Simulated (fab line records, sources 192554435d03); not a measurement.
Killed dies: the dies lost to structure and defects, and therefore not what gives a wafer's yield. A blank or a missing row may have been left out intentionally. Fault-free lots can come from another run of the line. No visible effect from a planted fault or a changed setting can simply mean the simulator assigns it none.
A lot that was struck, set against a sound lot	flow n5Finfet	16 out of 1938 route steps
Sound: wafers L877.1, L877.2, L877.4. Struck: wafer L881.4; the same lot's L881.5 was not struck, so it is left out; see the end for the cause.
Per side, at each step with rows, come the tool, then ch with its chambers, and then its first start. Under that, the readings that differ: sound wafers	struck wafers	difference of the means	sigmas: that difference in standard deviations of wafers without a fault.
alike: readings with means less than 2 such deviations apart, plus words and numbers identical on both sides. not compared: withheld readings, readings lacking a value on some wafer, bounds such as >300 that could conceal the same value, and numbers that have no deviation in the record and whose values overlap.
The two part at a step that has a row with sigmas, a row that says differs or no value, or rows on one side only. Non-overlapping numbers with no deviation appear without sigmas and do not part them. Lack of a reading on every wafer of one side parts them only where that side has two or more wafers.

N5_BEOL_M4_SPUTTER_92: material Cu, target thk 4.5 nm, time 8.29 s.
  sound on pvdSputter-03 at day 8 19:04; struck on pvdSputter-03 at day 9 18:17
  alike: substrateTempC, susceptorTempC, throttleValvePct
N5_BEOL_M4_ANNEAL_93: time 240 s.
  sound on pvdSputter-03 at day 8 19:08; struck on pvdSputter-03 at day 9 18:22
  alike: heaterPowerW, susceptorTempC
then, 1 step without rows for these wafers: N5_BEOL_M4_SPUTTER_94 (material Cu, target thk 4.5 nm, time 8.29 s).
N5_BEOL_M4_ANNEAL_95: time 240 s.
  sound on pvdSputter-03 at day 8 19:22; struck on pvdSputter-03 at day 9 18:35
  alike: heaterPowerW, susceptorTempC
N5_BEOL_M4_SPUTTER_96: material Cu, target thk 4.5 nm, time 8.29 s.
  sound on pvdSputter-03 at day 8 19:30; struck on pvdSputter-03 at day 9 18:43
  alike: substrateTempC, susceptorTempC, throttleValvePct
then, 3 steps without rows for these wafers: N5_BEOL_M4_ECD_50 (material Cu, target thk 300 nm); N5_BEOL_M4_ANNEAL_51 (time 90 s); N5_BEOL_M4_CMP_52 (polishes, stops on SiOC, t overpolish 6.8 s, target thk 40 nm).
N5_BEOL_M4_THK_MEAS_53: measures by xrf.
  sound on filmMetro-01 at day 8 20:24; struck on filmMetro-02 at day 9 21:52
  alike: M4_THK
then, 1 step without rows for these wafers: N5_BEOL_M4_PRE_CLEAN_60 (time 15 s).
N5_BEOL_M4_CO_CAP_55: material Co, precursor CCTBA/H2, target thk 2 nm, time 102.1 s.
  sound on cvdCo-02 ch 1,2, day 8 20:28; struck on cvdCo-02 ch 0, day 9 21:59
  alike: heaterPowerW, susceptorTempC
then, 1 step without rows for these wafers: N5_BEOL_M4_PRE_CLEAN_56 (time 15 s).
N5_BEOL_M4_DEP_57: deposits SiCN from 3MS/NH3, target thk 8 nm, time 14 s.
  sound on pecvd-01 ch 0,2, day 8 20:35; struck on pecvd-02 ch 0, day 9 22:05
reading	sound	struck	difference	sigmas
model.SiCN_of_BEOL_M4_DEP_57.thkNm (nm)	7.8 7.8 8	8.4	+0.5	
  alike: showerheadPlenumPTorr, throttleValvePct
N5_BEOL_M4_RS_MEAS_58: measurement is done with a four-point probe.
  sound on filmMetro-02 at day 8 20:40; struck on filmMetro-02 at day 9 22:08
reading	sound	struck	difference	sigmas
M4_RS (ohm/sq)	0.71 0.61 0.65	0.59	-0.07	-2
N5_BEOL_M4_RC_MEAS_101:
  sound on prober-02 ch 0, day 8 20:43; struck on prober-01 ch 0, day 9 22:39
  alike: DIBL_N, DIBL_P, IOFF_N, IOFF_P, ION_N, ION_P, SS_N, SS_P, VT_N, VT_P
-- the record jumps here: 5 days lie between the struck wafers' starts before and after (it left off in module BEOL_M4 and takes up again in module PASSIVATION, whose first step shown is number 1936 of the route) --
N5_PASSIVATION_PROBE_49:
  record: rows for the struck wafers here (prober-02, day 14 16:38), none for the sound ones

## WHERE THEY PART
First at N5_BEOL_M4_RS_MEAS_58; last, within this record, at N5_PASSIVATION_PROBE_49.

WHY: what the simulator had put in
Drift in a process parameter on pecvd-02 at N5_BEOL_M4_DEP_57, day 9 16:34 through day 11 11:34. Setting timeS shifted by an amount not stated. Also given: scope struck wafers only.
